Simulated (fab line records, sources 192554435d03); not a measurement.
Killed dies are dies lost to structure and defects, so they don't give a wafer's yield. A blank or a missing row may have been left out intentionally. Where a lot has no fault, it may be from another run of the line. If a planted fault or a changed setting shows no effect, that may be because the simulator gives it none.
fab line records -- flow n5-finfet -- part 1 of 2: steps 1 to 40 of 41
record lots=5, wafers=13, last-day=17
route steps=1938 shown BEOL_M2@922 BEOL_M3@931 BEOL_M4@1111 PASSIVATION@1936
lots with no fault: from the same line, run without faults
start-h: hours from the record's opening day to when the first of the lot's shown wafers began -- wait-h: hours elapsed since this lot's preceding step -- " repeats the value in the row above -- L1.1+2: several wafers, shown together as one row -- - value missing, or start not given -- * or withheld: withheld -- < > ~ a bound
route shown NAME@n: names a module that has steps shown in the file, with the first one's number in the route -- usual: mean/standard deviation of fault-free wafers -- same: alike in all rows -- chamber/n: place in a boat -- sites: each site's reading -- _std_site: their standard deviation -- _edge_site: outer sites' mean less inner sites' -- radius-mm: how far each site lies from the wafer's centre -- mask NAME#n: copy n -- behind: the last tool/chamber to shape the wafer -- hold: the reason the lot was held/the length of the hold in hours/how it ended -- device: the n, p or np transistor that did not switch -- end of line: tests run on the same wafers once the route is complete -- a step without rows: its recipe alone -- killed: not the wafer's yield, but the dies lost to structure and defects at the first sort -- map: per-die view of a wafer (x killed, . not killed, _ where there is no die)
set.NAME: the setting that was run; set.NAME@STEP: the one run at that earlier step -- model.NAME: the simulator's own value behind a step, which no gauge read
lots seen at some steps along the route; tables by step, rows by wafer
services: when a tool's chamber went out of use (start-h, in hours from the record's first day, below 0 if earlier), for how many hours, and the reason
## steps
# step N5_BEOL_M2_ANNEAL_51
# recipe temp-c=225, time-s=90, ambient=N2
# step N5_BEOL_M2_CMP_52
# recipe stop-on=SiOC, t-overpolish-s=6.8, down-force-psi=1, platen-rpm=50, clearing-platen-down-force-psi=1.5, clearing-platen-rpm=50, post-cmp-clean=cu-alkaline, target-thk-nm=40, clearing-platen-pad-velocity-m-s=0.99484, pad-velocity-m-s=0.99484
# step N5_BEOL_M2_PRE_CLEAN_60
# recipe gas=NH3/H2, time-s=15, temp-c=*, rf-power-w=300
# step N5_BEOL_M2_CO_CAP_55
# recipe material=Co, target-thk-a=20, temp-c=200, precursor=CCTBA/H2, pressure-torr=30, time-s=102.1
# step N5_BEOL_M2_PRE_CLEAN_56
# recipe gas=NH3, time-s=15, temp-c=withheld, rf-power-w=300
# step N5_BEOL_M2_DEP_57
# recipe material=SiCN, target-thk-a=80, temp-c=withheld, precursor=3MS/NH3, pressure-torr=3, rf-w=202, time-s=14
# step N5_BEOL_M3_ILD_DEP_00
# recipe material=SiOC, target-thk-a=790, temp-c=350, precursor=DEMS/O2, pressure-torr=5, rf-w=500, time-s=15.3
# step N5_BEOL_M3_PECVD_72
# recipe material=SiO2, target-thk-a=160, temp-c=400, precursor=TEOS/O2, pressure-torr=5.5, rf-w=450, teos-flow-sccm=53.8, gas=O2, flow-sccm=3000, time-s=18
# step N5_BEOL_M3_HM_DEP_02
# recipe material=TiN, target-thk-a=200, temp-c=25, chamber-pressure-pa=0.49996
# usual throttle-valve-pct=30.2/0.98
lot.wafer,tool,chamber,start-h,wait-h,throttle-valve-pct,model.TiN_of_BEOL_M3_HM_DEP_02.thk-nm
L980.3,pvd-sputter-02,-,153.58,0.0,28.8,19.8
L980.5,pvd-sputter-02,-,153.58,0.0,29.9,20.4
L980.6,pvd-sputter-02,-,153.58,0.0,30.3,20.2
L991.2,pvd-sputter-01,-,232.71,0.9,32.7,20
L991.5,pvd-sputter-01,-,232.71,0.9,32.9,20
L991.6,pvd-sputter-01,-,232.71,0.9,30.5,19.8
L992.2,pvd-sputter-02,-,237.69,2.2,29.1,32.8
L992.6,pvd-sputter-02,-,237.69,2.2,29.8,20.6
L994.2,pvd-sputter-02,-,240.33,1.0,30.4,33
L994.4,pvd-sputter-02,-,240.33,1.0,29.2,33
L994.5,pvd-sputter-02,-,240.33,1.0,28.8,20
L998.1,pvd-sputter-02,-,273.17,0.7,30.1,20.2
L998.2,pvd-sputter-02,-,273.17,0.7,29.0,32.4
# step N5_BEOL_M3_COAT_61
# recipe resist=SOC, temp-c=250, time-s=60, spin-rpm=1500, resist-thk-nm=60
# step N5_BEOL_M3_COAT_62
# recipe resist=SiARC, temp-c=220, time-s=60, spin-rpm=1500, resist-thk-nm=12
# step N5_BEOL_M3_COAT_73
# recipe resist=underlayer, temp-c=205, time-s=60, spin-rpm=1500, resist-thk-nm=5
# step N5_BEOL_M3_COAT_05
# recipe resist=CAR-EUV, spin-rpm=1500, resist-thk-nm=30
# step N5_BEOL_M3_EBR_07
# recipe solvent=PGMEA, ebr-width-mm=1.5
# step N5_BEOL_M3_SOFTBAKE_06
# recipe temp-c=110, time-s=60, resist=CAR-EUV
# step N5_BEOL_M3_EXPOSE_08
# recipe mask-id=M3, na=0.33, source-shape=dipole, sigma-inner=0.369, sigma-outer=0.767, polarization=unpolarized, dose-mj=33
# step N5_BEOL_M3_PEB_09
# recipe peb-temp-c=100, peb-time-s=60, resist=CAR-EUV
# step N5_BEOL_M3_DEVELOP_10
# recipe develop-time-s=30, developer=TMAH, resist=CAR-EUV, rinse-liquid=surfactant-rinse, dry=air-spin, dev-temp-c=23
# step N5_BEOL_M3_DESCUM_16
# recipe chemistry=O2, time-s=7, source-power-w=50, bias-power-w=20, pressure-mtorr=20, rf-frequency-hz=2.712e+07, temp-c=40, resist=CAR-EUV, o2-flow-sccm=225
# step N5_BEOL_M3_ETCH_74
# recipe chemistry=N2/H2, target=underlayer, target-depth-a=65, mask-material=CAR-EUV, time-s=5.2, ion-energy-ev=200, pressure-mtorr=30, source-w=840, bias-w=150, n2-flow-sccm=200, h2-flow-sccm=200, ends=cleared
# step N5_BEOL_M3_ETCH_63
# recipe chemistry=CF4, target=SiARC, target-depth-a=156, mask-material=CAR-EUV, time-s=26, ion-energy-ev=80, pressure-mtorr=40, source-w=545, bias-w=36, Ar_flow_sccm=100, cf4-flow-sccm=100, ends=cleared
# step N5_BEOL_M3_ETCH_64
# recipe chemistry=N2/H2, target=SOC, target-depth-a=750, overetch-a=150, mask-material=SiARC, temp-c=40, time-s=112.5, ion-energy-ev=200, pressure-mtorr=30, source-w=840, bias-w=150, n2-flow-sccm=200, h2-flow-sccm=200
# step N5_BEOL_M3_STRIP_65
# recipe chemistry=N2/H2, temp-c=40, n2-flow-sccm=200, h2-flow-sccm=200, rf-frequency-hz=6e+07
# step N5_BEOL_M3_STRIP_75
# recipe chemistry=N2/H2, temp-c=40, n2-flow-sccm=200, h2-flow-sccm=200, rf-frequency-hz=6e+07
# step N5_BEOL_M3_STRIP_66
# recipe chemistry=CF4, resist=SiARC, power-w=300, bias-power-w=75, pressure-mtorr=50, cf4-flow-sccm=150, rf-frequency-hz=6e+07
# step N5_BEOL_M3_HM_OPEN_17
# recipe chemistry=Cl2/BCl3, target-depth-a=200, overetch-a=60, target=TiN, mask-material=SOC, ion-energy-ev=150, pressure-mtorr=10, icp-w=1000, bias-w=126, Cl2_flow_sccm=53.25, bcl3-flow-sccm=21.75, Ar_flow_sccm=25
# usual drypump-motor-current-A=6.0/0.32, oes-product-au=0.66/0.1, rf-fwd-power-W=991/3, throttle-valve-pct=22.1/0.34
lot.wafer,tool,chamber,start-h,wait-h,drypump-motor-current-A,oes-product-au,rf-fwd-power-W,rf-hours-counter-h,throttle-valve-pct,model.etch.depth-nm
L980.3,rie-metal-03,1,154.61,0.1,6.1,0.69,987,-,22.3,19.79
L980.5,rie-metal-03,0,154.61,0.1,6.3,0.54,992,-,22.8,20.49
L980.6,rie-metal-03,1,154.61,0.1,6.1,0.69,995,-,22.2,20.12
L991.2,rie-metal-01,1,233.50,0.0,6.2,0.84,992,1,21.7,19.94
L991.5,rie-metal-01,1,233.50,0.0,6.2,0.84,995,-,21.7,19.99
L991.6,rie-metal-01,0,233.50,0.0,5.7,0.68,995,-,21.8,19.77
L992.2,rie-metal-01,0,238.59,0.0,5.7,0.79,995,28,21.7,25.51
L992.6,rie-metal-01,1,238.59,0.0,6.2,0.84,985,-,21.7,20.52
L994.2,rie-metal-03,1,241.74,0.1,6.1,0.78,987,-,22.1,25.98
L994.4,rie-metal-03,1,241.74,0.1,6.1,0.79,989,-,22.0,26.34
L994.5,rie-metal-03,1,241.74,0.1,6.1,0.67,993,-,22.3,19.97
L998.1,rie-metal-03,0,273.93,0.0,6.4,0.83,990,2,22.4,20.23
L998.2,rie-metal-03,1,273.93,0.0,6.1,0.78,985,44,22.1,26.38
# step N5_BEOL_M3_STRIP_19
# recipe chemistry=O2, power-w=400, temp-c=40, pressure-mtorr=30, rf-frequency-hz=6e+07, bias-power-w=0, overash-fraction=0.2, o2-flow-sccm=225
# step N5_BEOL_M3_COAT_67
# recipe resist=SOC, temp-c=250, time-s=60, spin-rpm=1500, resist-thk-nm=60
# step N5_BEOL_M3_COAT_68
# recipe resist=SiARC, temp-c=220, time-s=60, spin-rpm=1500, resist-thk-nm=12
# step N5_BEOL_M3_COAT_76
# recipe resist=underlayer, temp-c=205, time-s=60, spin-rpm=1500, resist-thk-nm=5
# step N5_BEOL_M3_COAT_22
# recipe resist=CAR-EUV, spin-rpm=1500, resist-thk-nm=30
# step N5_BEOL_M3_EBR_24
# recipe solvent=PGMEA, ebr-width-mm=1.5
# step N5_BEOL_M3_SOFTBAKE_23
# recipe temp-c=110, time-s=60, resist=CAR-EUV
# step N5_BEOL_M3_EXPOSE_25
# recipe mask-id=V2, na=0.33, source-shape=quasar, sigma-inner=0.2, sigma-outer=0.8, polarization=unpolarized, defocus-nm=5, dose-mj=63
# step N5_BEOL_M3_ETCHBACK_99
# recipe chemistry=CHF3, target=SiO2, target-depth-a=50, time-s=10.4, source-w=215, bias-w=47, Ar_flow_sccm=200, CHF3_flow_sccm=12, ion-energy-ev=100, pressure-mtorr=30
# usual drypump-motor-current-A=5.6/0.34, oes-product-au=0.76/0.085, rf-fwd-power-W=212.6/0.84, rf-vpp-V=242/5.6, showerhead-plenum-p-Torr=2.16/0.074, throttle-valve-pct=17.05/0.23
lot.wafer,tool,chamber,start-h,wait-h,drypump-motor-current-A,oes-product-au,rf-fwd-power-W,rf-hours-counter-h,rf-vpp-V,showerhead-plenum-p-Torr,throttle-valve-pct
L980.3,rie-diel-04,2,160.31,4.0,5.6,0.77,213.4,133,241,2.16,16.69
L980.5,rie-diel-04,3,160.31,4.0,5.4,0.89,212.9,-,234,2.10,16.83
L980.6,rie-diel-04,2,160.31,4.0,5.6,0.76,212.3,-,241,2.16,16.67
L991.2,rie-diel-01,0,234.93,0.3,5.3,0.95,214.4,16,243,2.20,16.69
L991.5,rie-diel-01,1,234.93,0.3,5.6,0.70,210.3,-,239,2.12,17.17
L991.6,rie-diel-01,0,234.93,0.3,5.2,0.94,214.0,-,245,2.20,16.69
L992.2,rie-diel-01,2,240.21,0.7,5.5,0.26,212.3,239,240,2.22,17.24
L992.6,rie-diel-01,3,240.21,0.7,5.5,0.69,212.8,-,251,2.22,17.16
L994.2,rie-diel-01,0,245.48,2.6,5.2,0.34,212.7,19,242,2.20,16.67
L994.4,rie-diel-01,2,245.48,2.6,5.5,0.26,213.2,241,242,2.22,17.28
L994.5,rie-diel-01,0,245.48,2.6,5.3,0.94,212.7,-,242,2.20,16.68
L998.1,rie-diel-05,0,277.52,2.8,6.1,0.68,213.5,239,251,2.03,17.30
L998.2,rie-diel-05,3,277.52,2.8,5.5,0.28,212.1,215,237,2.06,17.07
# step N5_BEOL_M3_TRENCH_ETCH_37
# recipe chemistry=C4F6/O2, target-depth-a=555.55, target=SiOC, time-s=29.2, ion-energy-ev=250, pressure-mtorr=30, source-w=355, bias-w=185, Ar_flow_sccm=300, C4F6_flow_sccm=10, O2_flow_sccm=10
# usual drypump-motor-current-A=5.6/0.35, oes-product-au=0.76/0.084, rf-fwd-power-W=350.6/1.5, rf-vpp-V=668/15, showerhead-plenum-p-Torr=2.85/0.095, throttle-valve-pct=20.82/0.23
lot.wafer,tool,chamber,start-h,wait-h,drypump-motor-current-A,oes-product-au,rf-fwd-power-W,rf-hours-counter-h,rf-vpp-V,showerhead-plenum-p-Torr,throttle-valve-pct,model.TiN_of_BEOL_M3_HM_DEP_02.thk-nm
L980.3,rie-diel-04,3,-,-,5.4,0.88,351.5,52,652,2.78,20.66,17.4
L980.5,rie-diel-04,3,-,-,5.4,0.88,351.4,-,652,2.78,20.61,18.2
L980.6,rie-diel-04,2,-,-,5.6,0.77,349.7,-,666,2.85,20.41,17.8
L991.2,rie-diel-01,0,-,-,5.3,0.95,350.8,16,671,2.91,20.51,17.6
L991.5,rie-diel-01,1,-,-,5.6,0.69,348.4,-,662,2.80,20.90,17.8
L991.6,rie-diel-01,0,-,-,5.2,0.94,351.4,-,671,2.91,20.51,17.4
L992.2,rie-diel-01,2,-,-,5.5,0.69,351.0,239,667,2.94,21.03,30.6
L992.6,rie-diel-01,3,-,-,5.5,0.69,352.1,-,696,2.93,20.95,18.2
L994.2,rie-diel-01,0,-,-,5.3,0.95,352.0,19,670,2.91,20.52,30.6
L994.4,rie-diel-01,2,-,-,5.5,0.68,350.4,241,666,2.93,21.03,30.8
L994.5,rie-diel-01,0,-,-,5.3,0.95,351.7,-,671,2.91,20.50,17.6
L998.1,rie-diel-05,0,-,-,6.1,0.67,351.4,239,689,2.69,21.07,17.8
L998.2,rie-diel-05,3,-,-,5.6,0.72,351.2,215,657,2.73,20.89,30.2
# step N5_BEOL_M3_ETCH_41
# recipe chemistry=CH3F/O2, target=SiCN, target-depth-a=299, taper-deg=2, time-s=52.5, ion-energy-ev=120, mask-material=TiN, pressure-mtorr=30, source-w=395, bias-w=75, Ar_flow_sccm=150, CH3F_flow_sccm=30, O2_flow_sccm=20
# usual CH3F_flow_sccm=30.01/0.098, drypump-motor-current-A=5.6/0.35, oes-product-au=0.76/0.085, rf-fwd-power-W=391.4/1.4, rf-vpp-V=297.4/1.7, showerhead-plenum-p-Torr=2.00/0.069, throttle-valve-pct=16.31/0.23
lot.wafer,tool,chamber,start-h,wait-h,CH3F_flow_sccm,drypump-motor-current-A,oes-product-au,rf-fwd-power-W,rf-hours-counter-h,rf-vpp-V,showerhead-plenum-p-Torr,throttle-valve-pct
L980.3,rie-diel-04,3,-,-,30.03,5.4,0.88,393.0,52,295.3,1.95,16.06
L980.5,rie-diel-04,3,-,-,30.10,5.4,0.88,393.1,-,297.0,1.95,16.05
L980.6,rie-diel-04,2,-,-,30.11,5.6,0.77,391.6,-,296.8,2.00,15.92
L991.2,rie-diel-01,0,-,-,29.88,5.3,0.93,392.0,16,299.1,2.05,15.95
L991.5,rie-diel-01,1,-,-,29.87,5.6,0.69,391.4,-,297.7,1.97,16.43
L991.6,rie-diel-01,0,-,-,30.04,5.3,0.95,392.4,-,297.5,2.05,15.94
L992.2,rie-diel-01,2,-,-,30.00,5.5,0.26,391.7,239,298.0,2.07,16.53
L992.6,rie-diel-01,3,-,-,29.91,5.5,0.69,392.5,-,297.9,2.06,16.43
L994.2,rie-diel-01,0,-,-,30.13,5.3,0.35,391.0,19,298.2,2.05,15.95
L994.4,rie-diel-01,2,-,-,29.90,5.5,0.26,390.7,241,297.6,2.06,16.52
L994.5,rie-diel-01,0,-,-,30.03,5.3,0.94,392.6,-,296.9,2.05,15.97
L998.1,rie-diel-05,0,-,-,30.02,6.1,0.68,395.1,239,294.6,1.89,16.58
L998.2,rie-diel-05,3,-,-,30.10,5.5,0.27,388.9,215,294.7,1.91,16.37
# step N5_BEOL_M3_OCD_MEAS_38
# usual trench-depth-nm=55.3/0.77
lot.wafer,tool,chamber,start-h,wait-h,trench-depth-nm
L980.3,ocd-02,-,160.70,-,55.6
L980.5,ocd-02,-,160.70,-,55.5
L980.6,ocd-02,-,160.70,-,56.2
L991.2,ocd-02,-,235.33,-,55.3
L991.5,ocd-02,-,235.33,-,53.5
L991.6,ocd-02,-,235.33,-,55.4
L992.2,ocd-02,-,240.60,-,-
L992.6,ocd-02,-,240.60,-,54.7
L994.2,ocd-01,-,245.88,-,-
L994.4,ocd-01,-,245.88,-,-
L994.5,ocd-01,-,245.88,-,56.9
L998.1,ocd-02,-,277.91,-,54.6
L998.2,ocd-02,-,277.91,-,-
# step N5_BEOL_M3_CD_MEAS_35
# recipe target-cd-nm=18, target-cd-y-nm=21, polarity=opening
# usual cd-nm=17.9/0.36
lot.wafer,tool,chamber,start-h,wait-h,cd-nm
L980.3,cd-sem-01,-,160.86,0.0,17.2
L980.5,cd-sem-01,-,160.86,0.0,17.5
L980.6,cd-sem-01,-,160.86,0.0,17.8
L991.2,cd-sem-03,-,235.48,0.0,17.6
L991.5,cd-sem-03,-,235.48,0.0,17.7
L991.6,cd-sem-03,-,235.48,0.0,17.9
L992.2,cd-sem-03,-,240.76,0.0,-
L992.6,cd-sem-03,-,240.76,0.0,17.5
L994.2,cd-sem-02,-,246.03,0.0,-
L994.4,cd-sem-02,-,246.03,0.0,-
L994.5,cd-sem-02,-,246.03,0.0,17.8
L998.1,cd-sem-02,-,278.07,0.0,18.0
L998.2,cd-sem-02,-,278.07,0.0,-
# step N5_BEOL_M4_RC_MEAS_101
# usual DIBL_N=36.8/2.1, DIBL_P=37.1/2.2, IOFF_N=0.18/0.037, IOFF_P=0.23/0.041, ION_N=682/13, ION_P=467/8.6, SS_N=71.7/0.61, SS_P=73.5/0.6, VT_N=248/3.4, VT_P=-249/3.5
lot.wafer,tool,chamber,start-h,wait-h,DIBL_N[mV/V],DIBL_P[mV/V],IOFF_N[nA/um],IOFF_P[nA/um],ION_N[uA/um],ION_P[uA/um],SS_N[mV/dec],SS_P[mV/dec],VT_N[mV],VT_P[mV]
L980.3,prober-01,0,183.20,0.3,32.4,32.9,0.10,0.14,651,443,70.8,72.1,255,-257
L980.5,prober-01,0,183.20,0.3,35.7,37.0,0.14,0.18,665,455,71.1,73.1,250,-256
L980.6,prober-01,0,183.20,0.3,35.5,37.1,0.15,0.19,673,457,71.2,72.5,253,-254
L991.2,prober-01,0,256.31,0.2,39.6,39.3,0.23,0.30,699,476,72.4,73.4,244,-246
L991.5,prober-01,0,256.31,0.2,39.8,37.5,0.21,0.26,697,471,72.0,73.6,245,-244
L991.6,prober-01,0,256.31,0.2,38.0,35.2,0.16,0.22,680,467,71.9,73.2,249,-249
L992.6,prober-01,0,259.52,0.8,35.2,36.6,0.14,0.20,685,466,71.5,72.9,251,-247
L994.5,prober-01,0,263.62,0.6,37.9,38.6,0.19,0.25,687,471,71.3,73.8,250,-247
L998.1,prober-02,0,294.46,0.0,36.7,35.3,0.16,0.19,672,453,72.0,73.0,253,-251
## key
first-sign step=N5_BEOL_M3_ETCHBACK_99, reading=oes-product-au, direction=down, sigmas=5.6, usual=0.76, struck=0.28
effect step=N5_BEOL_M3_ETCH_41, reading=oes-product-au, direction=down, sigmas=5.6, usual=0.76, struck=0.29
effect step=N5_BEOL_M3_OCD_MEAS_38, reading=trench-depth-nm, direction=missing
effect step=N5_BEOL_M3_CD_MEAS_35, reading=cd-nm, direction=missing
effect step=N5_PASSIVATION_PROBE_49, reading=killed_at_M0_to_M3, direction=up, sigmas=99+, usual=35, struck=1114
model-effect step=N5_BEOL_M3_HM_DEP_02, value=TiN_of_BEOL_M3_HM_DEP_02.thk-nm, without=20.05, struck=32.8
model-effect step=N5_BEOL_M3_HM_OPEN_17, value=etch.depth-nm, without=20.09, struck=26.05
model-effect step=N5_BEOL_M3_TRENCH_ETCH_37, value=TiN_of_BEOL_M3_HM_DEP_02.thk-nm, without=17.75, struck=30.55
more-kills-born-at N5_BEOL_M3_HM_OPEN_17@rie-metal-03=3231, N5_BEOL_M3_HM_OPEN_17@rie-metal-01=1101
met-at N5_BEOL_M3_HM_DEP_02
struck-wafers L992.2,L994.2,L994.4,L998.2
later-rows-left-out L992.2,L994.2,L994.4,L998.2
onset-between 153.58 237.69
fault kind=process-parameter-drift, tool=pvd-sputter-02, chamber=-, onset-h=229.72, steps=N5_BEOL_M3_HM_DEP_02, channel=target-thk-a, offset=*, shape=step, end-h=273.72, scope=struck-wafers-only, acts-in=*, stated=*
# later-rows-left-out: the simulator's readings of these wafers behind a module that went badly wrong aren't trusted and aren't shown, but for the sort
